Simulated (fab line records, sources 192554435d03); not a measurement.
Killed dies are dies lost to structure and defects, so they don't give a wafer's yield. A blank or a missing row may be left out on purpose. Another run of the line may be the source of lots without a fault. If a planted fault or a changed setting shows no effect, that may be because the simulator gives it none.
A single fault, viewed from 3 desks	flow n5Finfet	each desk has only its own numbers; what lay behind them comes last

== THE DEFECT DESK ==
Lot by lot, what the route's inspections counted, given as the mean of those sampled wafers with a number. Any lot whose mean is over 4 standard deviations away from the usual mean is out of limits and marked OUT; that distance is given in the brackets.
Columns: A = rawDefectCount at N5_GATE_CUT_INSPECT_26, usual 37; B = rawDefectCount at N5_MOL_CONTACT_COAG_INSPECT_10, usual 67
lot	first seen here	A	B
L332	day 4 22:09	42	79
L335	day 5 18:50	486 (+28) OUT	504 (+16) OUT
L337	day 6 06:40	508 (+29) OUT	537 (+17) OUT
L345	day 8 07:58	26	57
L346	day 8 13:34	24	44
L347	day 8 20:55	74	139
L350	day 9 13:51	34	65
L352	day 9 23:54	39	69
L353	day 10 08:14	33	54
This desk's verdict: out of limits on L335, L337, starting with L335 at day 5 18:50 (rawDefectCount at N5_GATE_CUT_INSPECT_26). Within limits: L332, L345, L346, L347, L350, L352, L353.

== AT THE METROLOGY DESK ==
Means of the sampled wafers that have a number, per lot and without regard to the tool the lot ran on: this is what the gauges read. Any lot whose mean is over 4 standard deviations away from the usual mean is out of limits and marked OUT; that distance is given in the brackets. Shown here are 7 of its 10 readings, the ones lying furthest out on some lot.
Columns: A = DIBL_N at N5_BEOL_M4_RC_MEAS_101, usual 37.0 mV/V; B = DIBL_P at N5_BEOL_M4_RC_MEAS_101, usual 36.7 mV/V; C = IOFF_N at N5_BEOL_M4_RC_MEAS_101, usual 0.17 nA/um; D = IOFF_P at N5_BEOL_M4_RC_MEAS_101, usual 0.22 nA/um; E = ION_P at N5_BEOL_M4_RC_MEAS_101, usual 461 uA/um; F = SS_N at N5_BEOL_M4_RC_MEAS_101, usual 71.6 mV/dec; G = VT_P at N5_BEOL_M4_RC_MEAS_101, usual -250 mV
lot	first seen here	A	B	C	D	E	F	G
L332	day 8 00:55	35.5	34.6	0.15	0.23	469	71.5	-245
L335	day 9 00:58	36.7	35.4	0.15	0.19	452	71.2	-249
L337	day 9 04:19	39.1	39.2	0.20	0.26	456	72.3	-249
L345	day 11 07:40	34.5	34.8	0.13	0.19	457	70.5	-251
L346	day 11 10:03	36.9	36.9	0.17	0.23	462	71.7	-249
L347	day 11 17:05	38.2	37.8	0.20	0.26	469	71.4	-244
L350	day 13 08:39	38.1	40.2	0.17	0.24	462	72.0	-248
L352	day 13 14:22	38.0	38.5	0.15	0.19	451	71.9	-254
L353	day 14 10:43	35.8	34.6	0.15	0.21	465	71.7	-250
This desk found nothing out of limits on any of the 9 lots.

== TOOL OWNER'S DESK, cmp-02 ==
The tool's own readings at N5_GATE_CUT_CMP_61 (polishes, stops on SiNx, t overpolish 3 s): means of the sampled wafers that have a number, for each lot that ran on this tool. Any lot whose mean is over 4 standard deviations away from the usual mean is out of limits and marked OUT; that distance is given in the brackets.
Columns: A = motorCurrentA at N5_GATE_CUT_CMP_61, usual 12.3 A; B = slurryFilterDpKPa at N5_GATE_CUT_CMP_61, usual 13.50 kPa
lot	first seen here	A	B
L332	day 4 21:55	11.8	13.42
L335	day 5 18:36	12.0	13.48
L337	day 6 06:11	12.0	13.63
L350	day 9 13:39	11.7	13.60
L352	day 9 23:43	11.9	13.44
L353	day 10 08:00	11.9	13.57
This desk found nothing out of limits on any of the 6 lots.

== TAKEN TOGETHER ==
The defect desk could have raised an alarm at day 5 18:50, on L335, L337.
From the metrology desk's view, nothing was out of limits.
The desk of the tool owner found nothing out of limits.
The metrology desk has L335, L337 on record, within its limits.
Tool owner's desk: L335, L337 on record, inside its limits.
The lots listed all ran N5_GATE_CUT_CMP_61 on cmp-02.

== WHAT WAS PUT IN BY THE SIMULATOR ==
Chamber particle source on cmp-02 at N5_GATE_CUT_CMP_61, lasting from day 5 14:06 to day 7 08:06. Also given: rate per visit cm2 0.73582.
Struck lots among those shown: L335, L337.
Hours from the fault's start to each desk's first reading out of limits: the defect desk, 5.
